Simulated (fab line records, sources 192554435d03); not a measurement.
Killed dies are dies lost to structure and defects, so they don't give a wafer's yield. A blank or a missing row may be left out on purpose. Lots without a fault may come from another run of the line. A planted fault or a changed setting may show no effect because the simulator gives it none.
Which tool did it? | flow n5_finfet | 10 lots, 30 wafers sampled, at 2 steps of a route of 1938

WHAT THE GAUGES READ, wafer by wafer
N5_BEOL_M4_INSPECT_59: inspects for defects (darkfield).
lot  | measured     | on                | raw_defect_count
L226 | day 8 11:05  | defect_inspect-02 | 107 71 70
L228 | day 8 22:25  | defect_inspect-02 | 142 105 137
L229 | day 9 11:19  | defect_inspect-01 | 67 61 49
L232 | day 10 00:14 | defect_inspect-02 | 91 109 82
L233 | day 10 10:50 | defect_inspect-01 | 57 71 114
L234 | day 10 20:06 | defect_inspect-02 | 65 68 59
L237 | day 11 04:56 | defect_inspect-01 | 82 76 91
L240 | day 12 10:07 | defect_inspect-02 | 63 52 81
L245 | day 13 10:29 | defect_inspect-01 | 58 72 85
L243 | day 13 12:46 | defect_inspect-02 | 99 124 83

WHICH TOOL RAN EACH LOT (tool, then ch and the chambers of the sampled wafers, then the start)
lot  | N5_BEOL_M4_ANNEAL_95
L226 | pvd_sputter-02, day 8 09:52
L228 | pvd_sputter-03, day 8 21:11
L229 | pvd_sputter-02, day 9 10:04
L232 | pvd_sputter-02, day 9 22:35
L233 | pvd_sputter-01, day 10 09:37
L234 | pvd_sputter-01, day 10 18:52
L237 | pvd_sputter-03, day 11 03:35
L240 | pvd_sputter-02, day 12 08:52
L245 | pvd_sputter-02, day 13 09:16
L243 | pvd_sputter-02, day 13 11:21
- N5_BEOL_M4_ANNEAL_95: time 240 s.

WHAT THE TOOLS THEMSELVES READ (means of the sampled wafers that have a number; where no wafer has one, the mark that the record gives instead)
N5_BEOL_M4_ANNEAL_95.
lot  | tool           | heater_power_w (W) | susceptor_temp_C (C)
L226 | pvd_sputter-02 | 808                | 399.94
L228 | pvd_sputter-03 | 794                | 399.92
L229 | pvd_sputter-02 | 845                | 399.71
L232 | pvd_sputter-02 | 842                | 399.99
L233 | pvd_sputter-01 | 805                | 400.07
L234 | pvd_sputter-01 | 849                | 400.16
L237 | pvd_sputter-03 | 822                | 399.78
L240 | pvd_sputter-02 | 871                | 399.78
L245 | pvd_sputter-02 | 860                | 400.13
L243 | pvd_sputter-02 | 864                | 400.06

THE ANSWER, worked out from the rows above alone
Rule: what is usual is taken from the lots themselves. Put in order of their means at a reading, lots are off if they are a third of the lots or fewer, leave a main group of 4 or more, and stand apart from it by a gap of 3 or more times the standard deviation of the main group's means; of several such gaps the widest counts. A main group whose means are all the same, to the digits that the tables above print for the reading, isn't used. A lot without any number at a reading at which 4 lots or more have one is off too. The other lots that the step has rows for count as sound. The gauges are gone through in route order, then the tools' own readings, and for those a lot's mean is taken as printed above. The first step at which some lot is off is used, and at that step the reading that is off furthest; a lot without a number counts as furthest.
No lot is off at any reading shown: from this, nothing can be told.

WHAT THE SIMULATOR HAD PUT IN
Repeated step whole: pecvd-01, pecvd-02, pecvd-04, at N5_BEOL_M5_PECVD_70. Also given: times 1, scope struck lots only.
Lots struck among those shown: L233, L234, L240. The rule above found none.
